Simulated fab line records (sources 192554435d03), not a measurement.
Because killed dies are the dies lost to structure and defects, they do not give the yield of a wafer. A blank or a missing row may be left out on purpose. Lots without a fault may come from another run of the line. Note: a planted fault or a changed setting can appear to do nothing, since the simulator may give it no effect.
What tool caused it? | flow n5 finfet | 10 lots with 28 wafers sampled at 4 steps, on a route of 1938 steps

## WHAT THE GAUGES SHOWED, per wafer
N5_BEOL_M6_CD_MEAS_35: target cd 40 nm, target cd y 28 nm. Usual: cd nm reads 40.4 nm (standard deviation 0.59).
lot  | measured     | on        | cd nm (nm)     | flag
L424 | day 8 09:35  | cd sem-01 | 40.3 40.4 40.9 |
L425 | day 9 04:01  | cd sem-03 | 40.3 40.7 39.4 |
L427 | day 9 12:59  | cd sem-01 | 40.3 40.9 40.7 |
L428 | day 9 16:29  | cd sem-03 | 41.9 40.2 40.2 |
L430 | day 10 12:34 | cd sem-01 | 38.9 40.8 39.1 |
L432 | day 10 18:44 | cd sem-02 | 39.7 40.5 40.1 |
L433 | day 10 22:16 | cd sem-03 | 40.3 40.9 39.3 |
L439 | day 13 01:32 | cd sem-02 | 40.7 40.9 40.2 |
L445 | day 15 00:50 | cd sem-03 | 40.1 40.6      |
L446 | day 15 09:54 | cd sem-03 | 40.3 40.0      |

## TOOL THAT RAN EACH LOT (tool first, then ch and the chambers of the sampled wafers, then the start)
lot  | N5_BEOL_M6_ETCH_72                 | N5_BEOL_M6_ETCH_65                 | N5_BEOL_M6_VIA_ETCH_34
L424 | rie diel-04 ch 1,2,3, day 8 09:02  | rie diel-04 ch 1,2,3, day 8 09:03  | rie diel-04 ch 1,2,3, day 8 09:11
L425 | rie diel-05 ch 0,1, day 9 03:28    | rie diel-05 ch 0,1, day 9 03:29    | rie diel-05 ch 0,1, day 9 03:37
L427 | rie diel-06 ch 1,3, day 9 12:26    | rie diel-06 ch 1,3, day 9 12:27    | rie diel-06 ch 1,3, day 9 12:35
L428 | rie diel-04 ch 1,2,3, day 9 15:57  | rie diel-04 ch 1,2,3, day 9 15:58  | rie diel-04 ch 1,2,3, day 9 16:05
L430 | rie diel-06 ch 1,2,3, day 10 12:01 | rie diel-06 ch 1,2,3, day 10 12:02 | rie diel-06 ch 1,2,3, day 10 12:10
L432 | rie diel-05 ch 1,2,3, day 10 18:11 | rie diel-05 ch 1,2,3, day 10 18:12 | rie diel-05 ch 1,2,3, day 10 18:20
L433 | rie diel-05 ch 0,1,2, day 10 21:42 | rie diel-05 ch 0,1,2, day 10 21:43 | rie diel-05 ch 0,1,2, day 10 21:51
L439 | rie diel-04 ch 0,1,3, day 13 01:00 | rie diel-04 ch 0,1,3, day 13 01:01 | rie diel-04 ch 0,1,3, day 13 01:08
L445 | rie diel-04 ch 2,3, day 15 00:17   | rie diel-04 ch 2,3, day 15 00:17   | rie diel-04 ch 2,3, day 15 00:25
L446 | rie diel-04 ch 1,3, day 15 09:22   | rie diel-04 ch 1,3, day 15 09:23   | rie diel-04 ch 1,3, day 15 09:31
- N5_BEOL_M6_ETCH_72: etches underlayer in N2/H2, target depth 6.5 nm, time 5.2 s.
- N5_BEOL_M6_ETCH_65: etches SiARC in CF4, target depth 15.6 nm, time 26 s.
- N5_BEOL_M6_VIA_ETCH_34: etches SiCOH lowk in C4F6/O2, target depth 126.3 nm, time 50.9 s.

## WHAT THE TOOLS THEMSELVES READ (means of the sampled wafers that have a number; where no wafer has one, the mark that the record gives instead)
N5_BEOL_M6_ETCH_72. Usual: for drypump motor current A, 5.7 A with a standard deviation of 0.43; for etch rf on time s, 5.18 s with a standard deviation of 0.16; for oes product au, 0.68 a.u. with a standard deviation of 0.088; for rf fwd power W, 819.3 W with a standard deviation of 2.6; for rf vpp V, 523 V with a standard deviation of 3.2; for showerhead plenum p Torr, 2.52 Torr with a standard deviation of 0.1; for throttle valve pct, 17.78 % with a standard deviation of 0.29.
lot  | tool        | drypump motor current A (A) | etch rf on time s (s) | oes product au (a.u.) | rf fwd power W (W) | rf vpp V (V) | showerhead plenum p Torr (Torr) | throttle valve pct (%) | flag
L424 | rie diel-04 | 5.5                         | 5.24                  | 0.67                  | 818.0              | 523          | 2.52                            | 17.64                  |
L425 | rie diel-05 | 5.8                         | 5.18                  | 0.63                  | 820.6              | 521          | 2.42                            | 17.82                  |
L427 | rie diel-06 | 6.3                         | 4.92                  | 0.70                  | 818.0              | 522          | 2.48                            | 17.94                  |
L428 | rie diel-04 | 5.4                         | 5.30                  | 0.65                  | 817.8              | 523          | 2.51                            | 17.65                  |
L430 | rie diel-06 | 6.0                         | 5.07                  | 0.64                  | 819.0              | 521          | 2.46                            | 18.09                  |
L432 | rie diel-05 | 5.6                         | 5.22                  | 0.71                  | 819.3              | 522          | 2.55                            | 17.85                  |
L433 | rie diel-05 | 5.6                         | 5.16                  | 0.70                  | 819.1              | 525          | 2.61                            | 17.65                  |
L439 | rie diel-04 | 5.4                         | 5.31                  | 0.69                  | 820.5              | 524          | 2.53                            | 17.52                  |
L445 | rie diel-04 | 5.5                         | 5.18                  | 0.63                  | 822.0              | 524          | 2.54                            | 17.80                  |
L446 | rie diel-04 | 5.3                         | 5.28                  | 0.62                  | 818.0              | 520          | 2.42                            | 17.51                  |

N5_BEOL_M6_ETCH_65. Usual: for drypump motor current A, 5.7 A with a standard deviation of 0.43; for etch rf on time s, 25.9 s with a standard deviation of 0.83; for oes product au, 0.68 a.u. with a standard deviation of 0.088; for rf fwd power W, 531.7 W with a standard deviation of 1.7; for rf vpp V, 183.7 V with a standard deviation of 1.3; for showerhead plenum p Torr, 2.12 Torr with a standard deviation of 0.086; for throttle valve pct, 15.50 % with a standard deviation of 0.25.
lot  | tool        | drypump motor current A (A) | etch rf on time s (s) | oes product au (a.u.) | rf fwd power W (W) | rf vpp V (V) | showerhead plenum p Torr (Torr) | throttle valve pct (%) | flag
L424 | rie diel-04 | 5.5                         | 26.0                  | 0.67                  | 530.9              | 184.2        | 2.12                            | 15.42                  |
L425 | rie diel-05 | 5.8                         | 26.0                  | 0.63                  | 530.8              | 182.7        | 2.05                            | 15.68                  |
L427 | rie diel-06 | 6.3                         | 24.5                  | 0.70                  | 532.1              | 183.9        | 2.07                            | 15.56                  |
L428 | rie diel-04 | 5.5                         | 25.9                  | 0.65                  | 531.2              | 184.2        | 2.11                            | 15.45                  |
L430 | rie diel-06 | 6.0                         | 25.7                  | 0.64                  | 531.5              | 183.3        | 2.06                            | 15.72                  |
L432 | rie diel-05 | 5.6                         | 26.2                  | 0.71                  | 531.8              | 183.8        | 2.14                            | 15.47                  |
L433 | rie diel-05 | 5.6                         | 25.9                  | 0.70                  | 530.9              | 184.8        | 2.20                            | 15.45                  |
L439 | rie diel-04 | 5.4                         | 26.6                  | 0.69                  | 531.2              | 184.2        | 2.13                            | 15.29                  |
L445 | rie diel-04 | 5.5                         | 25.7                  | 0.65                  | 531.1              | 183.3        | 2.13                            | 15.54                  |
L446 | rie diel-04 | 5.3                         | 26.5                  | 0.63                  | 532.0              | 182.8        | 2.05                            | 15.38                  |

N5_BEOL_M6_VIA_ETCH_34. Usual: O2_flow_sccm 10.000 sccm, standard deviation 0.029; drypump motor current A 5.7 A, standard deviation 0.42; oes_o_777_au 0.82 a.u., standard deviation 0.098; oes product au 0.79 a.u., standard deviation 0.1; rf fwd power W 341.1 W, standard deviation 1.3; rf vpp V 659 V, standard deviation 15; run length s 74.0 s, standard deviation 0.43; showerhead plenum p Torr 2.81 Torr, standard deviation 0.12; throttle valve pct 20.76 %, standard deviation 0.21.
lot  | tool        | O2_flow_sccm (sccm) | drypump motor current A (A) | oes_o_777_au (a.u.) | oes product au (a.u.) | rf fwd power W (W) | rf vpp V (V) | run length s (s) | showerhead plenum p Torr (Torr) | throttle valve pct (%) | flag
L424 | rie diel-04 | 9.978               | 5.4                         | 0.81                | 0.78                  | 340.6              | 654          | 73.7             | 2.82                            | 20.63                  |
L425 | rie diel-05 | 10.018              | 5.8                         | 0.76                | 0.73                  | 339.9              | 670          | 73.6             | 2.73                            | 21.02                  |
L427 | rie diel-06 | 9.996               | 6.3                         | 0.85                | 0.81                  | 342.3              | 643          | 74.2             | 2.74                            | 20.75                  |
L428 | rie diel-04 | 9.990               | 5.5                         | 0.79                | 0.76                  | 339.8              | 654          | 73.8             | 2.81                            | 20.65                  |
L430 | rie diel-06 | 10.016              | 5.9                         | 0.77                | 0.74                  | 341.5              | 661          | 74.4             | 2.72                            | 20.85                  |
L432 | rie diel-05 | 10.016              | 5.6                         | 0.85                | 0.84                  | 341.6              | 653          | 74.4             | 2.86                            | 20.85                  |
L433 | rie diel-05 | 9.994               | 5.6                         | 0.83                | 0.81                  | 341.8              | 669          | 74.0             | 2.93                            | 20.79                  |
L439 | rie diel-04 | 10.021              | 5.4                         | 0.83                | 0.81                  | 341.4              | 657          | 74.0             | 2.84                            | 20.57                  |
L445 | rie diel-04 | 10.027              | 5.5                         | 0.77                | 0.75                  | 342.6              | 654          | 77.7             | 2.84                            | 20.84                  | OFF
L446 | rie diel-04 | 10.044              | 5.3                         | 0.77                | 0.73                  | 342.0              | 654          | 75.9             | 2.72                            | 20.57                  | OFF

## THE ANSWER, worked out from the rows above alone
Rule: take the mean of a lot's wafers that have a number; if it is more than 3 standard deviations from the usual mean, the lot is off. Also off: a lot with no number at a reading for which 4 or more lots have one. The other lots that the step has rows for count as sound. The gauges are gone through in route order, then the tools' own readings, and for those a lot's mean is taken as printed above. At the first step where some lot is off, the reading lying furthest off is the one used; lots without a number count as furthest.
Off: L445, L446 (N5_BEOL_M6_VIA_ETCH_34, run length s).
A tool fits if, at that step or a process step before it, it ran every lot that is off, and no sound lot after the first of them. One fits: rie diel-04 at N5_BEOL_M6_ETCH_72 and N5_BEOL_M6_ETCH_65 and N5_BEOL_M6_VIA_ETCH_34. At N5_BEOL_M6_ETCH_72 its last sound lot is L439 (day 13 01:00), its first lot that is off L445 (day 15 00:17): a fault that began between those two fits.

## WHAT THE SIMULATOR HAD INSERTED
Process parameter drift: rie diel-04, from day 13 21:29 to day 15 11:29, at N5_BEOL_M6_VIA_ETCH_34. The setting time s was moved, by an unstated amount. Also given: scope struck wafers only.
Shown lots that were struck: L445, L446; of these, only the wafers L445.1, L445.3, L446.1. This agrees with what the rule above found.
